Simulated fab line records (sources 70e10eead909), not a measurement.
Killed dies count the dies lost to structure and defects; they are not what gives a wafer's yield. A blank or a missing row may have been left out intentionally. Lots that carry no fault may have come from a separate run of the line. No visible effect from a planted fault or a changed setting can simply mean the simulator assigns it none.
fab line records ; flow nand_harc
[record] lots = 11; wafers = 33; last_day = 34
route steps=1302 shown P_GATE@146 END@1302
lots that met no fault: taken from a fault-free run of the same line
start_h: start of the lot's first displayed wafer, in hours after the record's first day ; wait_h: hours from the lot's prior step to this one ; " same as the row above ; L1.1+2: a row that stands for several wafers ; - no value, or no start was given ; * or withheld: withheld ; < > ~ a bound
route shown NAME@n: a module of which the file shows steps, and the number in the route of the first ; usual: the fault-free wafers' mean and standard deviation ; same: alike in all rows ; chamber/n: place in a boat ; sites: per-site readings ; _std_site: the standard deviation of these ; _edge_site: outer sites' mean less inner sites' ; radius_mm: for every site, how far away it sits from the centre of the wafer ; mask NAME#n: copy n ; behind: tool/chamber where the wafer was last shaped ; hold: why the lot went on hold/how many hours it stayed there/how the hold came to an end ; device: whichever transistor did not switch (one of n, p or np) ; end of line: tests of these same wafers at the route's end ; for a step that has no rows: nothing shown but its recipe ; killed: count of dies lost to structure and defects at first sort (not the wafer's yield) ; map: dies across one wafer; x = killed, . = not, _ = none there
set.NAME: the setting that was run; set.NAME@STEP: the one run at that earlier step ; model.NAME: the simulator's own value behind a step, which no gauge read
the route's steps for a sample of lots (tables are steps, rows are wafers)
services: a tool's chamber out of use, with start hour (start_h, from the record's first day; less than 0 if before it), hours out, and reason
[[steps]]
[step NHARC_P_GATE_HM_OPEN_105]
[recipe] target_depth_a = 3600; o2_flow_sccm = 400; cos_flow_sccm = 20; ar_flow_sccm = 0; rf_w = 500; bias_w = 300; chemistry = O2/COS
[usual] drypump_motor_current_A = 5.5/0.44; o2_flow_sccm = 399.9/1.3; oes_product_au = 1.002/0.011; rf_vpp_V = 467/3.2; showerhead_plenum_p_Torr = 3.13/0.15; throttle_valve_pct = 28.332/0.0089
lot.wafer;tool;chamber;start_h;wait_h;drypump_motor_current_A;o2_flow_sccm;oes_product_au;rf_hours_counter_h;rf_vpp_V;showerhead_plenum_p_Torr;throttle_valve_pct
L693.2;rie_diel-07;1;-;-;5.2;398.8;1.004;7.5;472;3.35;28.352
L693.5;rie_diel-07;2;-;-;4.9;400.2;1.003;-;465;3.01;28.331
L693.6;rie_diel-07;3;-;-;5.7;400.7;0.981;-;471;3.29;28.340
L694.2;rie_diel-07;3;-;-;5.7;400.7;1.002;11.6;471;3.28;28.337
L694.6;rie_diel-07;3;-;-;5.7;402.1;1.002;-;470;3.29;28.320
L694.5;rie_diel-07;0;-;-;4.9;400.0;1.009;-;467;3.16;28.327
L696.3;rie_diel-02;1;-;-;5.5;400.5;1.000;5.6;464;3.00;28.343
L696.1;rie_diel-02;2;-;-;6.2;400.9;0.981;5.2;469;3.20;28.323
L696.5;rie_diel-02;1;-;-;5.5;398.3;0.987;-;464;3.00;28.341
L698.3;rie_diel-07;2;-;-;4.9;400.0;1.006;1.4;464;3.01;28.350
L698.2;rie_diel-07;3;-;-;5.7;402.1;1.005;1.5;470;3.28;28.323
L698.4;rie_diel-07;0;-;-;4.9;398.9;1.024;2.4;468;3.15;28.332
L699.3;rie_diel-02;3;-;-;5.8;398.7;1.017;6.3;463;2.95;28.355
L699.6;rie_diel-02;0;-;-;5.1;400.5;1.005;-;464;2.94;28.334
L699.5;rie_diel-02;1;-;-;5.5;399.1;0.988;-;464;3.00;28.336
L700.4;rie_diel-03;1;-;-;5.8;400.5;1.018;2.3;472;3.33;28.338
L700.6;rie_diel-03;2;-;-;5.5;399.3;1.005;-;467;3.12;28.325
L700.5;rie_diel-03;3;-;-;6.2;399.9;1.008;-;473;3.34;28.322
L701.1;rie_diel-03;1;-;-;5.8;399.1;1.010;3.1;471;3.33;28.343
L701.2;rie_diel-03;2;-;-;5.5;397.2;0.998;2.9;465;3.12;28.337
L701.4;rie_diel-03;0;-;-;5.7;399.9;1.003;3.1;464;3.01;28.334
L707.1;rie_diel-02;2;-;-;6.2;399.5;0.999;1.3;469;3.20;28.322
L707.5;rie_diel-02;0;-;-;5.1;398.3;0.987;-;462;2.94;28.333
L707.6;rie_diel-02;1;-;-;5.5;399.2;0.994;-;464;3.00;28.320
L708.1;rie_diel-02;3;-;-;5.9;401.4;1.001;1.5;463;2.95;28.341
L708.4;rie_diel-02;0;-;-;5.1;397.7;0.991;1.7;463;2.94;28.330
L708.5;rie_diel-02;3;-;-;5.9;401.4;1.016;-;463;2.95;28.340
L711.4;rie_diel-02;3;-;-;5.9;400.0;1.018;2.8;466;2.95;28.326
L711.2;rie_diel-02;0;-;-;5.1;400.1;0.998;3.5;463;2.94;28.338
L711.5;rie_diel-02;1;-;-;5.5;399.8;1.005;-;465;3.00;28.345
L716.3;rie_diel-07;0;-;-;4.9;400.5;1.001;1.3;468;3.15;28.331
L716.2;rie_diel-07;2;-;-;4.9;400.5;0.993;1.3;465;3.01;28.341
L716.5;rie_diel-07;0;-;-;5.0;399.9;0.993;-;467;3.15;28.329
[step NHARC_P_GATE_DESCUM_48]
[recipe] time_s = 3; o2_flow_sccm = 200; ar_flow_sccm = 0; bias_power_w = 0; chemistry = O2
[usual] drypump_motor_current_A = 5.4/0.43; o2_flow_sccm = 200.0/0.6; oes_product_au = 1.001/0.011; rf_vpp_V = 57.8/0.93; showerhead_plenum_p_Torr = 1.92/0.095; throttle_valve_pct = 11.311/0.0094
lot.wafer;tool;chamber;start_h;wait_h;drypump_motor_current_A;o2_flow_sccm;oes_product_au;rf_hours_counter_h;rf_vpp_V;showerhead_plenum_p_Torr;throttle_valve_pct
L693.2;rie_diel-02;2;105.92;-;6.2;200.1;0.987;2.5;58.2;1.97;11.308
L693.6;rie_diel-02;1;105.92;-;5.5;199.6;1.005;-;57.5;1.84;11.290
L693.5;rie_diel-02;2;105.92;-;6.2;199.4;0.996;-;58.5;1.96;11.314
L694.2;rie_diel-03;0;117.76;-;5.7;199.0;0.998;0.2;58.3;1.84;11.327
L694.6;rie_diel-03;1;117.76;-;5.8;199.5;1.003;-;57.6;2.05;11.324
L694.5;rie_diel-03;2;117.76;-;5.5;200.2;1.008;-;59.4;1.91;11.317
L696.1;rie_diel-07;3;144.57;-;5.7;199.9;1.005;1.2;58.6;2.02;11.300
L696.3;rie_diel-07;1;144.57;-;5.2;199.4;1.016;2.0;58.1;2.06;11.307
L696.5;rie_diel-07;3;144.57;-;5.7;200.2;1.005;-;57.1;2.02;11.320
L698.4;rie_diel-02;1;163.39;-;5.5;200.3;0.990;7.0;58.4;1.83;11.304
L698.2;rie_diel-02;2;163.39;-;6.2;200.0;0.972;6.5;59.6;1.96;11.326
L698.3;rie_diel-02;0;163.39;-;5.1;200.1;1.006;2.8;57.9;1.80;11.307
L699.3;rie_diel-02;0;174.70;-;5.1;199.8;1.006;3.8;58.6;1.80;11.309
L699.6;rie_diel-02;1;174.70;-;5.5;199.0;0.995;-;57.3;1.83;11.321
L699.5;rie_diel-02;2;174.70;-;6.1;200.6;0.980;-;58.1;1.96;11.301
L700.4;rie_diel-03;2;175.29;-;5.4;199.0;0.991;2.6;58.6;1.91;11.320
L700.5;rie_diel-03;2;175.29;-;5.5;200.3;1.009;-;58.2;1.91;11.289
L700.6;rie_diel-03;3;175.29;-;6.1;199.9;1.009;-;57.9;2.05;11.296
L701.4;rie_diel-07;1;195.64;-;5.2;199.3;1.008;5.0;56.9;2.06;11.317
L701.2;rie_diel-07;2;195.64;-;4.8;200.8;0.987;4.3;58.1;1.84;11.309
L701.1;rie_diel-07;3;195.64;-;5.7;199.6;0.989;4.3;58.4;2.02;11.305
L707.1;rie_diel-02;0;254.78;-;5.1;199.4;1.003;2.8;56.0;1.79;11.316
L707.6;rie_diel-02;0;254.78;-;5.1;199.4;0.997;-;57.1;1.79;11.324
L707.5;rie_diel-02;1;254.78;-;5.5;199.8;1.007;-;57.5;1.83;11.319
L708.1;rie_diel-07;0;261.93;-;4.9;200.4;0.992;9.9;58.5;1.93;11.315
L708.4;rie_diel-07;2;261.93;-;4.9;200.8;0.996;7.9;57.4;1.84;11.302
L708.5;rie_diel-07;3;261.93;-;5.7;200.7;0.996;-;58.1;2.02;11.315
L711.2;rie_diel-07;2;285.31;-;4.8;200.2;0.996;9.6;57.3;1.84;11.300
L711.4;rie_diel-07;3;285.31;-;5.7;200.1;1.001;10.9;57.9;2.02;11.314
L711.5;rie_diel-07;2;285.31;-;4.8;199.5;0.995;-;55.5;1.84;11.302
L716.3;rie_diel-07;0;337.49;-;4.9;199.2;0.993;2.5;56.8;1.93;11.290
L716.2;rie_diel-07;1;337.49;-;5.2;199.7;1.016;2.5;58.4;2.06;11.313
L716.5;rie_diel-07;1;337.49;-;5.2;200.6;1.008;-;57.8;2.06;11.308
[step NHARC_P_GATE_STRIP_111]
[recipe] power_w = 1500; temp_c = 110; time_s = 250; chemistry = N2/H2
[usual] drypump_motor_current_A = 6.1/0.59; heater_power_w = 94/7.5
lot.wafer;tool;chamber;start_h;wait_h;drypump_motor_current_A;heater_power_w;rf_hours_counter_h
L693.2;plasma_asher-02;0;106.35;0.2;5.1;93;4
L693.5;plasma_asher-02;1;106.35;0.2;6.3;83;-
L693.6;plasma_asher-02;0;106.35;0.2;5.1;92;-
L694.2;plasma_asher-02;0;118.09;0.2;5.1;91;6
L694.5;plasma_asher-02;0;118.09;0.2;5.1;92;-
L694.6;plasma_asher-02;1;118.09;0.2;6.3;82;-
L696.1;plasma_asher-02;0;144.94;0.2;5.1;92;11
L696.3;plasma_asher-02;1;144.94;0.2;6.3;81;-
L696.5;plasma_asher-02;0;144.94;0.2;5.1;93;-
L698.2;plasma_asher-01;0;163.76;0.2;6.6;101;33
L698.3;plasma_asher-01;0;163.76;0.2;6.6;101;-
L698.4;plasma_asher-01;1;163.76;0.2;6.4;103;-
L699.3;plasma_asher-02;1;175.13;0.2;6.3;83;-
L699.6;plasma_asher-02;1;175.13;0.2;6.3;83;-
L699.5;plasma_asher-02;0;175.13;0.2;5.1;91;-
L700.4;plasma_asher-01;0;176.02;0.5;6.7;93;-
L700.6;plasma_asher-01;1;176.02;0.5;6.4;100;-
L700.5;plasma_asher-01;0;176.02;0.5;6.7;97;-
L701.2;plasma_asher-01;1;196.00;0.2;6.4;106;6
L701.1;plasma_asher-01;0;196.00;0.2;6.6;95;6
L701.4;plasma_asher-01;1;196.00;0.2;6.4;104;-
L707.1;plasma_asher-01;0;255.14;0.2;6.7;97;19
L707.5;plasma_asher-01;0;255.14;0.2;6.7;94;-
L707.6;plasma_asher-01;1;255.14;0.2;6.4;104;-
L708.1;plasma_asher-01;0;262.34;0.2;6.7;96;23
L708.4;plasma_asher-01;1;262.34;0.2;6.4;101;-
L708.5;plasma_asher-01;1;262.34;0.2;6.4;102;-
L711.2;plasma_asher-01;0;285.73;0.2;6.6;97;28
L711.4;plasma_asher-01;1;285.73;0.2;6.4;106;-
L711.5;plasma_asher-01;0;285.73;0.2;6.6;96;-
L716.2;plasma_asher-01;1;337.89;0.2;6.4;102;37
L716.3;plasma_asher-01;1;337.89;0.2;6.4;103;-
L716.5;plasma_asher-01;1;337.89;0.2;6.4;101;-
[step NHARC_P_GATE_EXPOSE_56]
[recipe] na = 0.6; target_cd_nm = 720; dose_mj = 14.81; mask_id = P_PSD
[usual] exposure_dose_mJ_cm2 = 14.811/0.014; stage_vel_mm_s = 499.93/0.28
lot.wafer;tool;chamber;start_h;wait_h;mask;exposure_dose_mJ_cm2;stage_vel_mm_s
L693.2;krf_scanner-03;0;107.27;-;P_PSD#0;14.805;500.27
L693.5;krf_scanner-03;0;107.27;-;P_PSD#0;14.806;499.79
L693.6;krf_scanner-03;0;107.27;-;P_PSD#0;14.792;499.73
L694.2;krf_scanner-04;0;119.21;-;P_PSD#0;14.826;499.82
L694.5;krf_scanner-04;0;119.21;-;P_PSD#0;14.805;499.35
L694.6;krf_scanner-04;0;119.21;-;P_PSD#0;14.804;499.57
L696.1;krf_scanner-03;0;146.01;-;P_PSD#0;14.802;500.15
L696.3;krf_scanner-03;0;146.01;-;P_PSD#0;14.830;500.07
L696.5;krf_scanner-03;0;146.01;-;P_PSD#0;14.833;500.07
L698.2;krf_scanner-03;0;164.84;-;P_PSD#0;14.777;499.78
L698.3;krf_scanner-03;0;164.84;-;P_PSD#0;14.795;499.88
L698.4;krf_scanner-03;0;164.84;-;P_PSD#0;14.811;499.40
L699.3;krf_scanner-02;0;176.10;-;P_PSD#0;14.809;499.73
L699.5;krf_scanner-02;0;176.10;-;P_PSD#0;14.802;499.90
L699.6;krf_scanner-02;0;176.10;-;P_PSD#0;14.814;499.99
L700.4;krf_scanner-04;0;176.95;-;P_PSD#0;14.813;499.80
L700.5;krf_scanner-04;0;176.95;-;P_PSD#0;14.815;499.83
L700.6;krf_scanner-04;0;176.95;-;P_PSD#0;14.802;499.95
L701.1;krf_scanner-02;0;197.07;-;P_PSD#0;14.812;499.85
L701.2;krf_scanner-02;0;197.07;-;P_PSD#0;14.798;499.91
L701.4;krf_scanner-02;0;197.07;-;P_PSD#0;14.820;500.02
L707.1;krf_scanner-03;0;256.21;-;P_PSD#0;14.797;500.07
L707.5;krf_scanner-03;0;256.21;-;P_PSD#0;14.820;499.79
L707.6;krf_scanner-03;0;256.21;-;P_PSD#0;14.796;499.50
L708.1;krf_scanner-04;0;263.35;-;P_PSD#0;14.840;499.81
L708.4;krf_scanner-04;0;263.35;-;P_PSD#0;14.837;499.91
L708.5;krf_scanner-04;0;263.35;-;P_PSD#0;14.824;499.81
L711.2;krf_scanner-03;0;286.68;-;P_PSD#0;15.720;500.07
L711.4;krf_scanner-03;0;286.68;-;P_PSD#0;15.721;500.28
L711.5;krf_scanner-03;0;286.68;-;P_PSD#0;15.717;499.84
L716.2;krf_scanner-03;0;338.96;-;P_PSD#0;15.710;499.74
L716.3;krf_scanner-03;0;338.96;-;P_PSD#0;15.720;499.93
L716.5;krf_scanner-03;0;338.96;-;P_PSD#0;15.714;499.81
[step NHARC_P_GATE_CD_MEAS_59]
[recipe] target_cd_nm = 720; landing_energy_ev = 500
[usual] cd_nm = 719.8/2.4
lot.wafer;tool;chamber;start_h;wait_h;cd_nm
L693.2;cd_sem-03;0;107.42;-;720.4
L693.5;cd_sem-03;0;107.42;-;720.9
L693.6;cd_sem-03;0;107.42;-;721.2
L694.2;cd_sem-01;0;119.37;-;715.4
L694.5;cd_sem-01;0;119.37;-;720.6
L694.6;cd_sem-01;0;119.37;-;718.8
L696.1;cd_sem-02;0;146.17;-;719.0
L696.3;cd_sem-02;0;146.17;-;719.5
L696.5;cd_sem-02;0;146.17;-;716.5
L698.2;cd_sem-01;0;164.99;-;722.0
L698.3;cd_sem-01;0;164.99;-;720.4
L698.4;cd_sem-01;0;164.99;-;724.4
L699.3;cd_sem-02;0;176.26;-;721.3
L699.5;cd_sem-02;0;176.26;-;720.8
L699.6;cd_sem-02;0;176.26;-;718.5
L700.4;cd_sem-02;0;177.10;-;717.7
L700.5;cd_sem-02;0;177.10;-;713.7
L700.6;cd_sem-02;0;177.10;-;719.4
L701.1;cd_sem-01;0;197.23;-;719.6
L701.2;cd_sem-01;0;197.23;-;720.2
L701.4;cd_sem-01;0;197.23;-;722.2
L707.1;cd_sem-02;0;256.37;-;722.9
L707.5;cd_sem-02;0;256.37;-;722.2
L707.6;cd_sem-02;0;256.37;-;719.6
L708.1;cd_sem-02;0;263.51;-;722.1
L708.4;cd_sem-02;0;263.51;-;718.9
L708.5;cd_sem-02;0;263.51;-;722.5
L711.2;cd_sem-01;0;286.83;-;725.7
L711.4;cd_sem-01;0;286.83;-;730.1
L711.5;cd_sem-01;0;286.83;-;727.8
L716.2;cd_sem-03;0;339.11;-;730.0
L716.3;cd_sem-03;0;339.11;-;730.0
L716.5;cd_sem-03;0;339.11;-;733.4
[step NHARC_END_SORT_01]
[recipe] temp_c = 25
[usual] killed_at_array = 59/20; killed_at_other = 0.8/1.2; killed_at_periphery = 3.5/2.2; killed_dies = 63/20; killed_open = 3.3/1.8; killed_short = 2.6/1.7
[same] gross_dies = 677
lot.wafer;tool;chamber;start_h;wait_h;killed_at_array;killed_at_other;killed_at_periphery;killed_dies;killed_open;killed_short
L699.3;prober-01;0;628.66;3.1;87;4;2;93;1;4
L699.5;prober-01;0;630.27;3.7;74;2;3;79;2;5
L699.6;prober-01;0;631.08;4.0;84;3;4;91;6;3
L711.2;prober-01;0;736.17;2.8;91;0;6;97;4;5
L711.4;prober-01;0;737.77;3.4;82;0;5;87;2;3
L711.5;prober-01;0;738.57;3.7;87;0;8;95;5;3
L716.2;prober-01;0;816.53;2.8;61;0;1;62;0;3
L716.3;prober-01;0;817.32;3.1;68;0;1;69;3;0
L716.5;prober-01;0;818.89;3.7;66;0;0;66;4;1
// killed by level:class
L699.3 A_CHANNEL_HOLE_D2:chamber_film_flake=39 A_SLIT:chamber_film_flake=28 A_STAIRCASE:chamber_film_flake=5 THIN_TSV:chamber_film_flake=4 A_CHANNEL_HOLE_D1:chamber_film_flake=3 A_WL_FILL:chamber_film_flake=3 A_CONTACT:chamber_film_flake=3 A_DECK1_JOINT:geometric_particle:short=2
L699.5 A_SLIT:chamber_film_flake=32 A_CHANNEL_HOLE_D2:chamber_film_flake=21 A_STAIRCASE:chamber_film_flake=7 A_CHANNEL_HOLE_D1:chamber_film_flake=3 A_SGD_CUT:chamber_film_flake=3 A_CONTACT:chamber_film_flake=2 P_CONTACT:geometric_particle:short=1 P_CONTACT:geometric_particle:open=1
L699.6 A_SLIT:chamber_film_flake=34 A_CHANNEL_HOLE_D2:chamber_film_flake=30 A_CHANNEL_HOLE_D1:chamber_film_flake=4 A_M0:geometric_particle:open=3 A_ZERO_WELL:chamber_film_flake=3 THIN_TSV:chamber_film_flake=3 A_STAIRCASE:chamber_film_flake=3 P_CONTACT:geometric_particle:open=1
L711.2 A_CHANNEL_HOLE_D1:chamber_film_flake=29 A_SLIT:chamber_film_flake=26 A_CHANNEL_HOLE_D2:chamber_film_flake=21 A_SGD_CUT:chamber_film_flake=3 A_WL_FILL:chamber_film_flake=2 A_CONTACT:chamber_film_flake=2 P_STI:geometric_particle:short=1 P_STI:geometric_particle:open=1
L711.4 A_CHANNEL_HOLE_D1:chamber_film_flake=36 A_SLIT:chamber_film_flake=26 A_CHANNEL_HOLE_D2:chamber_film_flake=15 A_WL_FILL:geometric_particle:open=2 P_ZERO_WELL:chamber_film_flake=2 P_BONDPAD:chamber_film_flake=2 A_SOURCE_PLATE:geometric_particle:short=1 A_CHANNEL_FILL_D1:geometric_particle:short=1
L711.5 A_CHANNEL_HOLE_D1:chamber_film_flake=35 A_SLIT:chamber_film_flake=27 A_CHANNEL_HOLE_D2:chamber_film_flake=16 P_BONDPAD:chamber_film_flake=3 P_M0:geometric_particle:open=2 P_ZERO_WELL:chamber_film_flake=2 A_STAIRCASE:chamber_film_flake=2 A_SGD_CUT:chamber_film_flake=2
L716.2 A_SLIT:chamber_film_flake=30 A_CHANNEL_HOLE_D2:chamber_film_flake=27 P_CONTACT:geometric_particle:short=1 A_DECK1_JOINT:geometric_particle:short=1 A_CHANNEL_HOLE_D2:geometric_particle:short=1 A_WL_FILL:chamber_film_flake=1 A_CONTACT:chamber_film_flake=1
L716.3 A_SLIT:chamber_film_flake=35 A_CHANNEL_HOLE_D2:chamber_film_flake=20 A_CONTACT:chamber_film_flake=5 A_WL_FILL:chamber_film_flake=3 A_STAIRCASE:chamber_film_flake=2 P_STI:geometric_particle:open=1 A_ONON_D2:geometric_particle:open=1 A_SGD_CUT:geometric_particle:open=1
L716.5 A_SLIT:chamber_film_flake=32 A_CHANNEL_HOLE_D2:chamber_film_flake=25 A_ONON_D1:geometric_particle:open=1 A_DECK1_JOINT:geometric_particle:open=1 A_SGD_CUT:geometric_particle:open=1 A_CONTACT:geometric_particle:short=1 A_M0:geometric_particle:open=1 A_DECK1_JOINT:chamber_film_flake=1
[[services]]
tool;chamber;start_h;hours;kind
plasma_asher-02;-;72.00;9.0;pm
rie_diel-02;0;76.81;66.3;repair
rie_diel-02;1;76.88;10.8;repair
rie_diel-03;-;104.30;9.0;pm
rie_diel-02;3;106.32;3.7;repair
krf_scanner-03;-;110.47;0.3;repair
krf_scanner-03;-;115.12;0.9;repair
rie_diel-07;-;117.20;9.0;pm
plasma_asher-01;-;165.03;9.0;pm
plasma_asher-02;-;173.99;0.4;repair
rie_diel-07;3;175.94;13.5;repair
rie_diel-07;-;187.88;0.4;repair
rie_diel-03;-;194.08;0.6;repair
rie_diel-02;-;216.70;9.0;pm
krf_scanner-03;-;224.00;4.0;pm
plasma_asher-02;-;231.04;4.6;repair
plasma_asher-02;-;249.00;9.0;pm
rie_diel-03;-;254.16;1.2;repair
plasma_asher-02;-;260.61;2.0;repair
rie_diel-03;-;269.62;1.0;repair
krf_scanner-03;-;277.86;1.4;repair
rie_diel-07;-;294.20;9.0;pm
rie_diel-07;1;304.94;4.0;repair
rie_diel-07;3;308.73;40.5;repair
[[key]]
[first_sign] step = NHARC_P_GATE_EXPOSE_56; reading = exposure_dose_mJ_cm2; direction = up; sigmas = 66; usual = 14.811; struck = 15.717
[effect] step = NHARC_P_GATE_CD_MEAS_59; reading = cd_nm; direction = up; sigmas = 4.1; usual = 719.8; struck = 729.5
met_at NHARC_P_GATE_EXPOSE_56
struck_lots L711,L716
tester_left_out L711,L716
not_acting_at NHARC_P_GATE_HM_OPEN_105,NHARC_P_GATE_DESCUM_48,NHARC_P_GATE_STRIP_111
onset_between 256.21 286.68
[fault] kind = process_parameter_drift; tool = krf_scanner-03; chamber = -; onset_h = 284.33; steps = NHARC_P_GATE_EXPOSE_56; channel = dose_mj; offset = 0.91162; shape = step; acts_in = these_recipes_only; stated = 14.81
// tester_left_out: of these lots the tester's yield and bins aren't shown, on N5 and GAA mostly nor the transistor test; their killed dies are dies lost to structure and defects alone, not to doping, threshold or leakage, so they don't give the yield
